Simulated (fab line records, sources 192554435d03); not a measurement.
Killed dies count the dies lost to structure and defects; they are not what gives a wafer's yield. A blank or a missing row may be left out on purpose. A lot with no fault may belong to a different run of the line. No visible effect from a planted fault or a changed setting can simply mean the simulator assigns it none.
Matching of chambers :: flow n5Finfet :: 4 sister chambers for N5_BEOL_M12_ETCH_67 on rieDiel-02
The step etches SiARC in CF4, target depth 143 nm, time 238.3 s. 14 wafers are shown with their chamber, then 7 later ones without.

WAFERS WITH THEIR CHAMBER
wafer: L076.4
chamber: 0
drypumpMotorCurrentA (A): 5.6
etchRfOnTimeS (s): 243
throttleValvePct (%): 15.69

wafer: L076.5
chamber: 1
drypumpMotorCurrentA (A): 5.8
etchRfOnTimeS (s): 238
throttleValvePct (%): 15.70

wafer: L076.6
chamber: 0
drypumpMotorCurrentA (A): 5.6
etchRfOnTimeS (s): 241
throttleValvePct (%): 15.68

wafer: L081.1
chamber: 1
drypumpMotorCurrentA (A): 5.8
etchRfOnTimeS (s): 238
throttleValvePct (%): 15.73

wafer: L081.2
chamber: 3
drypumpMotorCurrentA (A): 5.6
etchRfOnTimeS (s): 250
throttleValvePct (%): 15.87

wafer: L081.4
chamber: 0
drypumpMotorCurrentA (A): 5.6
etchRfOnTimeS (s): 242
throttleValvePct (%): 15.71

wafer: L083.2
chamber: 3
drypumpMotorCurrentA (A): 5.6
etchRfOnTimeS (s): 246
throttleValvePct (%): 15.89

wafer: L083.3
chamber: 2
drypumpMotorCurrentA (A): 5.6
etchRfOnTimeS (s): 239
throttleValvePct (%): 15.77

wafer: L083.4
chamber: 2
drypumpMotorCurrentA (A): 5.6
etchRfOnTimeS (s): 241
throttleValvePct (%): 15.80

wafer: L085.1
chamber: 2
drypumpMotorCurrentA (A): 5.6
etchRfOnTimeS (s): 241
throttleValvePct (%): 15.81

wafer: L085.2
chamber: 0
drypumpMotorCurrentA (A): 5.6
etchRfOnTimeS (s): 235
throttleValvePct (%): 15.23

wafer: L085.6
chamber: 0
drypumpMotorCurrentA (A): 5.6
etchRfOnTimeS (s): 237
throttleValvePct (%): 15.22

wafer: L086.3
chamber: 0
drypumpMotorCurrentA (A): 5.6
etchRfOnTimeS (s): 240
throttleValvePct (%): 15.23

wafer: L086.5
chamber: 2
drypumpMotorCurrentA (A): 5.7
etchRfOnTimeS (s): 241
throttleValvePct (%): 15.79

SIGNATURES, as means of the wafers listed above
reading: drypumpMotorCurrentA
chamber 0: 5.600
chamber 1: 5.800
chamber 2: 5.625
chamber 3: 5.600
scatter within a chamber: 0.0274

reading: etchRfOnTimeS
chamber 0: 239.67
chamber 1: 238.00
chamber 2: 240.50
chamber 3: 248.00
scatter within a chamber: 2.42

reading: throttleValvePct
chamber 0: 15.4600
chamber 1: 15.7150
chamber 2: 15.7925
chamber 3: 15.8800
scatter within a chamber: 0.181
Rule: for each reading, subtract the chamber's mean from the wafer's reading, divide by that reading's scatter and square the result; add these up over the readings and take the root, which gives the wafer's distance from the chamber. The wafer belongs to the nearest chamber; if the next one is less than 2 further off, it can't be placed. The scatter: the root of (the sum of the squares of (reading less its chamber's mean) over the shown wafers, divided by (wafers less chambers)).

WAFERS WHOSE CHAMBER IS MISSING
wafer: L086.6
drypumpMotorCurrentA (A): 5.6
etchRfOnTimeS (s): 248
throttleValvePct (%): 15.91

wafer: L092.1
drypumpMotorCurrentA (A): 5.6
etchRfOnTimeS (s): 239
throttleValvePct (%): 15.30

wafer: L092.2
drypumpMotorCurrentA (A): 5.8
etchRfOnTimeS (s): 237
throttleValvePct (%): 15.28

wafer: L092.5
drypumpMotorCurrentA (A): 5.6
etchRfOnTimeS (s): 250
throttleValvePct (%): 15.95

wafer: L082.1
drypumpMotorCurrentA (A): 5.7
etchRfOnTimeS (s): 238
throttleValvePct (%): 15.86

wafer: L082.3
drypumpMotorCurrentA (A): 5.8
etchRfOnTimeS (s): 237
throttleValvePct (%): 15.32

wafer: L082.6
drypumpMotorCurrentA (A): 5.8
etchRfOnTimeS (s): 236
throttleValvePct (%): 15.33

WHICH CHAMBER EACH WENT THROUGH
wafer: L086.6
from the rows above: 3
in truth: 3

wafer: L092.1
from the rows above: 0
in truth: 0

wafer: L092.2
from the rows above: 1
in truth: 1

wafer: L092.5
from the rows above: 3
in truth: 3

wafer: L082.1
from the rows above: can't be placed: 2 or 1 or 0
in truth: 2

wafer: L082.3
from the rows above: 1
in truth: 1

wafer: L082.6
from the rows above: 1
in truth: 1
Placed correctly: 6 of 7. Can't be placed from these rows: 1 (the true chamber is among the candidates in 1). 0 placed wrongly.
